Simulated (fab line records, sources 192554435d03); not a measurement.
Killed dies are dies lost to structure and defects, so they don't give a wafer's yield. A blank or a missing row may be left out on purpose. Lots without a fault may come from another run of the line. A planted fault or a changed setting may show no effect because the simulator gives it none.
Which tool did it? | flow n5_finfet | 9 lots, 27 wafers sampled, at 5 steps of a route of 1938

WHAT THE GAUGES READ, wafer by wafer
N5_BEOL_M4_RC_MEAS_101. Usual: DIBL_N 37.0 mV/V, standard deviation 2.3; DIBL_P 37.3 mV/V, standard deviation 2.8; IOFF_N 0.17 nA/um, standard deviation 0.046; IOFF_P 0.23 nA/um, standard deviation 0.054; ION_N 675 uA/um, standard deviation 14; ION_P 460 uA/um, standard deviation 9.3; SS_N 71.7 mV/dec, standard deviation 0.73; SS_P 73.6 mV/dec, standard deviation 0.95; VT_N 249 mV, standard deviation 3.9; VT_P -250 mV, standard deviation 3.9.
lot  | measured     | on        | DIBL_N (mV/V)  | DIBL_P (mV/V)  | IOFF_N (nA/um) | IOFF_P (nA/um) | ION_N (uA/um) | ION_P (uA/um) | SS_N (mV/dec)  | SS_P (mV/dec)  | VT_N (mV)   | VT_P (mV)      | flag
L538 | day 7 23:18  | prober-02 | 40.3 37.1 43.8 | 40.9 35.4 44.8 | 0.23 0.15 0.36 | 0.31 0.21 0.42 | 680 676 712   | 471 464 478   | 72.2 71.3 73.7 | 74.8 73.7 76.2 | 243 251 240 | -246 -251 -243 |
L541 | day 8 22:55  | prober-02 | 37.5 36.0 41.5 | 37.8 36.8 43.3 | 0.18 0.16 0.27 | 0.19 0.18 0.28 | 682 676 694   | 454 453 461   | 72.0 71.0 73.1 | 73.1 73.5 75.4 | 248 249 244 | -252 -254 -246 |
L542 | day 9 01:54  | prober-01 | 36.7 36.7 36.5 | 38.7 36.8 38.3 | 0.17 0.16 0.16 | 0.26 0.21 0.25 | 681 671 679   | 475 459 473   | 70.8 71.5 71.2 | 74.1 72.5 73.6 | 248 251 251 | -247 -251 -247 |
L543 | day 9 09:13  | prober-01 | 36.5 34.8 40.1 | 38.2 36.0 43.2 | 0.19 0.14 0.28 | 0.25 0.21 0.37 | 691 653 701   | 469 455 483   | 72.1 71.9 72.7 | 73.1 71.4 74.5 | 246 251 242 | -247 -248 -242 |
L552 | day 12 16:50 | prober-01 | 34.0 40.2 38.4 | 32.0 40.6 38.3 | 0.10 0.21 0.18 | 0.16 0.31 0.26 | 656 663 656   | 456 458 453   | 70.8 73.1 73.0 | 72.3 74.7 74.2 | 256 250 247 | -253 -247 -249 |
L554 | day 12 21:28 | prober-01 | 39.3 41.2 36.0 | 41.4 44.0 36.5 | 0.23 0.28 0.16 | 0.26 0.32 0.19 | 687 704 681   | 465 470 456   | 72.8 73.7 71.7 | 74.4 75.4 73.3 | 246 241 248 | -248 -245 -253 |
L558 | day 13 14:05 | prober-01 | 38.3 36.8 37.2 | 39.4 38.0 38.0 | 0.20 0.17 0.18 | 0.24 0.21 0.22 | 673 671 666   | 456 455 455   | 71.8 72.3 71.8 | 73.6 72.9 73.7 | 247 250 248 | -251 -252 -250 |
L559 | day 13 20:28 | prober-01 | 37.8 38.4 40.4 | 36.6 36.6 38.7 | 0.16 0.16 0.22 | 0.20 0.21 0.24 | 677 656 668   | 459 444 451   | 71.3 71.8 72.2 | 73.3 72.9 73.2 | 250 253 247 | -256 -252 -253 |
L561 | day 14 06:08 | prober-01 | 37.3 37.0 33.1 | 38.5 38.7 34.3 | 0.16 0.17 0.10 | 0.18 0.18 0.13 | 675 675 656   | 450 449 445   | 72.0 71.9 70.3 | 74.2 73.9 72.1 | 252 251 256 | -257 -256 -258 |

WHICH TOOL RAN EACH LOT (tool, then ch and the chambers of the sampled wafers, then the start)
lot  | N5_BEOL_M0_SAQP_ETCH_83            | N5_BEOL_M0_SAQP_MANDREL1_REMOVE_100 | N5_BEOL_M0_SAQP_RECESS_104         | N5_BEOL_M0_SAQP_ETCH_107
L538 | rie_diel-02 ch 1,2,3, day 5 10:04  | rie_si-02 ch 2,3, day 5 11:40       | vapor_etch-01 ch 0,1, day 5 12:10  | rie_diel-06 ch 0,1,2, day 5 12:34
L541 | rie_diel-04 ch 1,2,3, day 6 06:57  | rie_si-01 ch 0,2,3, day 6 08:24     | vapor_etch-02 ch 0,1, day 6 08:53  | rie_diel-06 ch 1,2,3, day 6 09:17
L542 | rie_diel-06 ch 1,2,3, day 6 12:58  | rie_si-06 ch 0,2,3, day 6 14:26     | vapor_etch-02 ch 0,1, day 6 14:48  | rie_diel-06 ch 0,1,3, day 6 15:19
L543 | rie_diel-04 ch 0,1,3, day 6 19:17  | rie_si-02 ch 1,2,3, day 6 20:43     | vapor_etch-02 ch 0,1, day 6 21:05  | rie_diel-06 ch 0,1,3, day 6 21:35
L552 | rie_diel-06 ch 1,2,3, day 9 04:05  | rie_si-01 ch 0,1, day 9 07:12       | vapor_etch-02 ch 0,1, day 9 07:41  | rie_diel-04 ch 0,1,2, day 9 08:11
L554 | rie_diel-02 ch 1,2,3, day 9 12:28  | rie_si-02 ch 1,2,3, day 9 14:02     | vapor_etch-01 ch 0,1, day 9 14:25  | rie_diel-06 ch 2,3, day 9 14:55
L558 | rie_diel-06 ch 1,2,3, day 10 13:32 | rie_si-06 ch 0,1, day 10 15:11      | vapor_etch-02 ch 0,1, day 10 15:41 | rie_diel-02 ch 0,1,3, day 10 16:04
L559 | rie_diel-06 ch 0,1,3, day 10 22:35 | rie_si-06 ch 1,2,3, day 11 00:13    | vapor_etch-02 ch 0,1, day 11 00:35 | rie_diel-06 ch 0,3, day 11 01:07
L561 | rie_diel-06 ch 0,2,3, day 11 07:04 | rie_si-02 ch 0,2, day 11 08:29      | vapor_etch-02 ch 0,1, day 11 08:59 | rie_diel-06 ch 0,2,3, day 11 09:22
- N5_BEOL_M0_SAQP_ETCH_83: etches SiARC in CF4, target depth 39 nm, time 65 s.
- N5_BEOL_M0_SAQP_MANDREL1_REMOVE_100: chemistry HBr/Cl2/O2, target a-Si, stops on SiNx, bt time 10 s.
- N5_BEOL_M0_SAQP_RECESS_104: chemistry HF/NH3, target SiO2, target depth 18 nm, afs cycles 3, sublimation time 60 s.
- N5_BEOL_M0_SAQP_ETCH_107: etches SiNx in CH3F/O2, target depth 30 nm.

WHAT THE TOOLS THEMSELVES READ (means of the sampled wafers that have a number; where no wafer has one, the mark that the record gives instead)
N5_BEOL_M0_SAQP_ETCH_83. Usual: cf4_flow_sccm 100.0 sccm, standard deviation 0.31; drypump_motor_current_A 5.8 A, standard deviation 0.53; etch_rf_on_time_s 64.7 s, standard deviation 2.3; oes_product_au 0.65 a.u., standard deviation 0.069; rf_fwd_power_W 538.5 W, standard deviation 2.3; rf_vpp_V 184.1 V, standard deviation 1.2; showerhead_plenum_p_Torr 2.15 Torr, standard deviation 0.071; throttle_valve_pct 15.57 %, standard deviation 0.19.
lot  | tool        | cf4_flow_sccm (sccm) | drypump_motor_current_A (A) | etch_rf_on_time_s (s) | oes_product_au (a.u.) | rf_fwd_power_W (W) | rf_vpp_V (V) | showerhead_plenum_p_Torr (Torr) | throttle_valve_pct (%) | flag
L538 | rie_diel-02 | 100.3                | 6.0                         | 65.8                  | 0.62                  | 538.8              | 183.8        | 2.13                            | 15.56                  |
L541 | rie_diel-04 | 99.8                 | 5.7                         | 66.1                  | 0.61                  | 538.5              | 183.8        | 2.17                            | 15.62                  |
L542 | rie_diel-06 | 99.7                 | 5.6                         | 63.4                  | 0.72                  | 535.7              | 183.3        | 2.10                            | 15.42                  |
L543 | rie_diel-04 | 100.0                | 5.8                         | 66.8                  | 0.61                  | 537.3              | 184.3        | 2.17                            | 15.62                  |
L552 | rie_diel-06 | 99.9                 | 5.6                         | 64.1                  | 0.70                  | 536.8              | 183.0        | 2.10                            | 15.47                  |
L554 | rie_diel-02 | 100.2                | 6.0                         | 66.1                  | 0.60                  | 538.1              | 183.9        | 2.12                            | 15.60                  |
L558 | rie_diel-06 | 99.8                 | 5.6                         | 64.6                  | 0.68                  | 536.4              | 183.9        | 2.09                            | 15.48                  |
L559 | rie_diel-06 | 99.8                 | 5.5                         | 64.9                  | 0.64                  | 536.4              | 184.5        | 2.13                            | 15.54                  |
L561 | rie_diel-06 | 99.8                 | 5.8                         | 64.6                  | 0.65                  | 537.0              | 183.9        | 2.11                            | 15.70                  |

N5_BEOL_M0_SAQP_MANDREL1_REMOVE_100. Usual: drypump_motor_current_A 5.7 A, standard deviation 0.41; oes_product_au 0.998 a.u., standard deviation 0.019; throttle_valve_pct 36.9 %, standard deviation 0.48.
lot  | tool      | drypump_motor_current_A (A) | oes_product_au (a.u.) | throttle_valve_pct (%) | flag
L538 | rie_si-02 | 6.0                         | 1.003                 | 37.0                   |
L541 | rie_si-01 | 5.2                         | 1.004                 | 36.6                   |
L542 | rie_si-06 | 5.7                         | 0.978                 | 36.9                   |
L543 | rie_si-02 | 5.8                         | 0.995                 | 37.2                   |
L552 | rie_si-01 | 5.7                         | 0.989                 | 36.7                   |
L554 | rie_si-02 | 5.8                         | 0.998                 | 37.2                   |
L558 | rie_si-06 | 5.4                         | 0.989                 | 36.5                   |
L559 | rie_si-06 | 5.9                         | 0.982                 | 36.7                   |
L561 | rie_si-02 | 5.6                         | 1.028                 | 36.8                   |

N5_BEOL_M0_SAQP_RECESS_104. Usual: drypump_motor_current_A 5.5 A, standard deviation 0.64.
lot  | tool          | drypump_motor_current_A (A) | flag
L538 | vapor_etch-01 | 6.2                         |
L541 | vapor_etch-02 | 5.1                         |
L542 | vapor_etch-02 | 5.4                         |
L543 | vapor_etch-02 | 5.1                         |
L552 | vapor_etch-02 | 5.3                         |
L554 | vapor_etch-01 | 6.3                         |
L558 | vapor_etch-02 | 5.1                         |
L559 | vapor_etch-02 | 5.1                         |
L561 | vapor_etch-02 | 5.4                         |

N5_BEOL_M0_SAQP_ETCH_107. Usual: drypump_motor_current_A 5.8 A, standard deviation 0.5; oes_f_703_au 0.78 a.u., standard deviation 0.09; oes_product_au 0.78 a.u., standard deviation 0.086; rf_fwd_power_W 390.6 W, standard deviation 1.7; rf_vpp_V 294 V, standard deviation 7.1; showerhead_plenum_p_Torr 1.99 Torr, standard deviation 0.064; throttle_valve_pct 16.30 %, standard deviation 0.23.
lot  | tool        | drypump_motor_current_A (A) | oes_f_703_au (a.u.) | oes_product_au (a.u.) | rf_fwd_power_W (W) | rf_vpp_V (V) | showerhead_plenum_p_Torr (Torr) | throttle_valve_pct (%) | flag
L538 | rie_diel-06 | 5.8                         | 0.84                | 0.86                  | 390.8              | 296          | 2.03                            | 16.29                  |
L541 | rie_diel-06 | 5.6                         | 0.84                | 0.85                  | 390.0              | 292          | 1.97                            | 16.19                  |
L542 | rie_diel-06 | 5.5                         | 0.70                | 0.76                  | 357.8              | 310          | 2.00                            | 16.22                  | OFF
L543 | rie_diel-06 | 5.5                         | 0.70                | 0.76                  | 358.6              | 310          | 2.00                            | 16.23                  | OFF
L552 | rie_diel-04 | 5.5                         | 0.74                | 0.72                  | 390.6              | 292          | 2.07                            | 16.29                  |
L554 | rie_diel-06 | 5.5                         | 0.80                | 0.78                  | 391.9              | 290          | 1.92                            | 16.33                  |
L558 | rie_diel-02 | 6.0                         | 0.78                | 0.77                  | 392.3              | 298          | 2.02                            | 16.16                  |
L559 | rie_diel-06 | 5.7                         | 0.72                | 0.71                  | 391.5              | 301          | 2.00                            | 16.50                  |
L561 | rie_diel-06 | 5.7                         | 0.77                | 0.76                  | 391.6              | 295          | 1.97                            | 16.48                  |

THE ANSWER, worked out from the rows above alone
Rule: a lot is off if the mean of its wafers that have a number lies more than 3 standard deviations from the usual mean. A lot without any number at a reading at which 4 lots or more have one is off too. The other lots that the step has rows for count as sound. The gauges are gone through in route order, then the tools' own readings, and for those a lot's mean is taken as printed above. The first step at which some lot is off is used, and at that step the reading that is off furthest; a lot without a number counts as furthest.
Off: L542, L543, at N5_BEOL_M0_SAQP_ETCH_107 (rf_fwd_power_W).
A tool fits if, at that step or a process step before it, it ran every lot that is off, and no sound lot after the first of them. None of those tried fits.

WHAT THE SIMULATOR HAD PUT IN
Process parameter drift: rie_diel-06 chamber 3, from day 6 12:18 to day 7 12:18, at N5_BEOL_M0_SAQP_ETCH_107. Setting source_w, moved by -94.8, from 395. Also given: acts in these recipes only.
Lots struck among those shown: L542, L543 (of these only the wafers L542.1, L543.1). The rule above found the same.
